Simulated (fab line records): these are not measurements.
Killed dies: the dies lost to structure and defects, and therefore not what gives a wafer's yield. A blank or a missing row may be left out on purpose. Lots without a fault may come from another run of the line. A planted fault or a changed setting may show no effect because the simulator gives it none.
One fault through the eyes of 2 desks + flow n5-finfet + what lay behind the numbers comes last; until then each desk has only its own

== THE METROLOGY DESK ==
What the gauges read for every lot (on any tool): the sampled wafers with a number, averaged. If a lot's mean is further than 4 standard deviations from the usual mean, the lot is out of limits and carries the mark OUT (the distance appears in the brackets). Shown are 7 of the 15 readings it has, namely the first that went out of limits plus those furthest out on some lot.
Columns: A = DIBL_N at N5_BEOL_M4_RC_MEAS_101, usual 36.5 mV/V; B = DIBL_P at N5_BEOL_M4_RC_MEAS_101, usual 36.6 mV/V; C = SS_P at N5_BEOL_M4_RC_MEAS_101, usual 73.4 mV/dec; D = VT_P at N5_BEOL_M4_RC_MEAS_101, usual -250 mV; E = trench-depth-nm at N5_BEOL_M10_OCD_MEAS_38, usual 148.8 nm; F = cd-nm at N5_BEOL_M10_CD_MEAS_35, usual 70.2 nm; G = M10_THK at N5_BEOL_M10_THK_MEAS_53, usual 139.5 nm
| lot  | first seen here | A    | B    | C    | D    | E               | F    | G     |
|------|-----------------|------|------|------|------|-----------------|------|-------|
| L274 | day 9 18:49     | 37.5 | 38.2 | 73.9 | -252 | 149.9           | 69.7 | 139.8 |
| L275 | day 9 20:58     | 36.0 | 36.0 | 73.3 | -246 | 147.7           | 69.4 | 138.7 |
| L277 | day 10 11:13    | 36.8 | 37.6 | 73.7 | -244 | 101.0 (-22) OUT | 69.5 | 138.8 |
| L280 | day 11 02:08    | 39.5 | 39.8 | 74.7 | -251 | 96.9 (-24) OUT  | 71.4 | 134.9 |
| L281 | day 11 04:09    | 36.5 | 36.0 | 72.8 | -248 | 148.5           | 70.7 | 137.3 |
| L284 | day 11 23:23    | 37.4 | 37.8 | 73.7 | -248 | 150.0           | 70.0 | 140.6 |
| L286 | day 12 06:28    | 35.7 | 35.1 | 72.9 | -253 | 151.0           | 69.8 | 142.6 |
| L287 | day 12 14:25    | 36.2 | 38.2 | 73.8 | -252 | 148.8           | 70.6 | 140.0 |
This desk's finding: out of limits on L277, L280; first on L277, day 12 08:49 (trench-depth-nm at N5_BEOL_M10_OCD_MEAS_38). L274, L275, L281, L284, L286, L287 stayed within limits.

== AT THE TOOL OWNER'S DESK: rie-metal-01 ==
The tool's own readings at N5_BEOL_M10_HM_OPEN_17 (chemistry Cl2/BCl3, target TiN, target depth 20 nm, overetch 6 nm): means of the sampled wafers that have a number, for each lot that ran on this tool. If a lot's mean is further than 4 standard deviations from the usual mean, the lot is out of limits and carries the mark OUT (the distance appears in the brackets).
Columns: A = drypump-motor-current-A at N5_BEOL_M10_HM_OPEN_17, usual 5.8 A; B = mfc-ar-sccm at N5_BEOL_M10_HM_OPEN_17, usual 24.99 sccm; C = oes-product-au at N5_BEOL_M10_HM_OPEN_17, usual 0.62 a.u.; D = throttle-valve-pct at N5_BEOL_M10_HM_OPEN_17, usual 22.01 %
| lot  | first seen here | A   | B     | C    | D     |
|------|-----------------|-----|-------|------|-------|
| L274 | day 11 15:08    | 6.4 | 24.96 | 0.62 | 21.78 |
| L275 | day 11 20:26    | 6.2 | 25.09 | 0.59 | 21.87 |
| L277 | day 12 06:26    | 6.2 | 24.98 | 0.56 | 21.93 |
| L280 | day 13 03:11    | 6.3 | 25.08 | 0.58 | 21.85 |
This desk's finding: nothing out of limits on any of the 4 lots.

== TAKEN TOGETHER ==
An alarm was possible from the metrology desk at day 12 08:49, on L277, L280.
The desk of the tool owner found nothing out of limits.
The tool owner's desk has L277, L280 on record, within its limits.
All the named lots went through N5_BEOL_M10_HM_OPEN_17 on rie-metal-01.

== WHAT HAD BEEN PUT IN BY THE SIMULATOR ==
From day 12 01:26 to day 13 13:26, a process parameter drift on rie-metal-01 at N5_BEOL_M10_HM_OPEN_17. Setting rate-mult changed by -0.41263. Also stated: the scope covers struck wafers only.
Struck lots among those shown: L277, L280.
Time in hours between the start of the fault and the first out-of-limits reading at each desk: metrology desk, 7.
